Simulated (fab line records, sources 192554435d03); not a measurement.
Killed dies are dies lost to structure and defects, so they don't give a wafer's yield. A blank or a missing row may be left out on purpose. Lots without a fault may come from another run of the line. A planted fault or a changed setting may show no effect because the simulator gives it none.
Which tool did it? | flow n5_finfet | 9 lots, 25 wafers sampled, at 3 steps of a route of 1938

WHAT THE GAUGES READ, wafer by wafer
N5_PMOS_HMC_CHANNEL_EPI_CD_MEAS_09: target cd 237.4 nm.
lot  | measured    | on        | cd_nm (nm)
L259 | day 2 05:11 | cd_sem-03 | 236.4 236.8 238.0
L260 | day 2 11:34 | cd_sem-03 | 238.2 236.2 236.9
L262 | day 3 00:48 | cd_sem-02 | 237.8 237.5 237.5
L263 | day 3 05:04 | cd_sem-02 | 237.1 237.4 236.3
L264 | day 3 11:30 | cd_sem-02 | 236.8 238.2 237.5
L268 | day 4 11:27 | cd_sem-01 | 287.4 240.3
L269 | day 4 17:14 | cd_sem-03 | 286.4 282.7
L278 | day 6 23:48 | cd_sem-03 | 236.9 236.8 236.4
L279 | day 7 05:30 | cd_sem-01 | 237.5 237.5 238.2

WHICH TOOL RAN EACH LOT (tool, then ch and the chambers of the sampled wafers, then the start)
lot  | N5_WELL_APT_DESCUM_30             | N5_PMOS_HMC_CHANNEL_EPI_EXPOSE_06
L259 | rie_diel-03 ch 2,3, day 2 03:07   | arfi_scanner-03 ch 0, day 2 05:04
L260 | rie_diel-05 ch 0,2, day 2 09:17   | arfi_scanner-02 ch 0, day 2 11:26
L262 | rie_diel-05 ch 0,2, day 2 22:25   | arfi_scanner-02 ch 0, day 3 00:41
L263 | rie_diel-02 ch 0,3, day 3 02:58   | arfi_scanner-03 ch 0, day 3 04:56
L264 | rie_diel-02 ch 0,3, day 3 09:24   | arfi_scanner-01 ch 0, day 3 11:23
L268 | rie_diel-05 ch 0, day 4 09:17     | arfi_scanner-01 ch 0, day 4 11:20
L269 | rie_diel-02 ch 1,2, day 4 15:14   | arfi_scanner-01 ch 0, day 4 17:08
L278 | rie_diel-05 ch 0,3, day 6 21:43   | arfi_scanner-02 ch 0, day 6 23:41
L279 | rie_diel-05 ch 0,1,2, day 7 03:31 | arfi_scanner-02 ch 0, day 7 05:23
- N5_WELL_APT_DESCUM_30: chemistry O2, time 7.9 s.
- N5_PMOS_HMC_CHANNEL_EPI_EXPOSE_06: exposes mask PMOS HMC BLK, target cd 240 nm.

THE ANSWER, worked out from the rows above alone
Rule: what is usual is taken from the lots themselves. Put in order of their means at a reading, lots are off if they are a third of the lots or fewer, leave a main group of 4 or more, and stand apart from it by a gap of 3 or more times the standard deviation of the main group's means; of several such gaps the widest counts. A main group whose means are all the same, to the digits that the tables above print for the reading, isn't used. A lot without any number at a reading at which 4 lots or more have one is off too. The other lots that the step has rows for count as sound.
Off: L268, L269, at N5_PMOS_HMC_CHANNEL_EPI_CD_MEAS_09 (cd_nm). The main group: mean 237.2 nm, standard deviation 0.35.
A tool fits if, at a process step before that reading, it ran every lot that is off, and no sound lot after the first of them. The gauges at N5_PMOS_HMC_CHANNEL_EPI_CD_MEAS_09 are tried like those tools. One fits: arfi_scanner-01 at N5_PMOS_HMC_CHANNEL_EPI_EXPOSE_06. Its last sound lot is L264 (day 3 11:23), its first lot that is off L268 (day 4 11:20): a fault that began between those two fits.

WHAT THE SIMULATOR HAD PUT IN
Process parameter drift: arfi_scanner-01, from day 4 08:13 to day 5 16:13, at N5_PMOS_HMC_CHANNEL_EPI_EXPOSE_06. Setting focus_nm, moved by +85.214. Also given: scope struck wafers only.
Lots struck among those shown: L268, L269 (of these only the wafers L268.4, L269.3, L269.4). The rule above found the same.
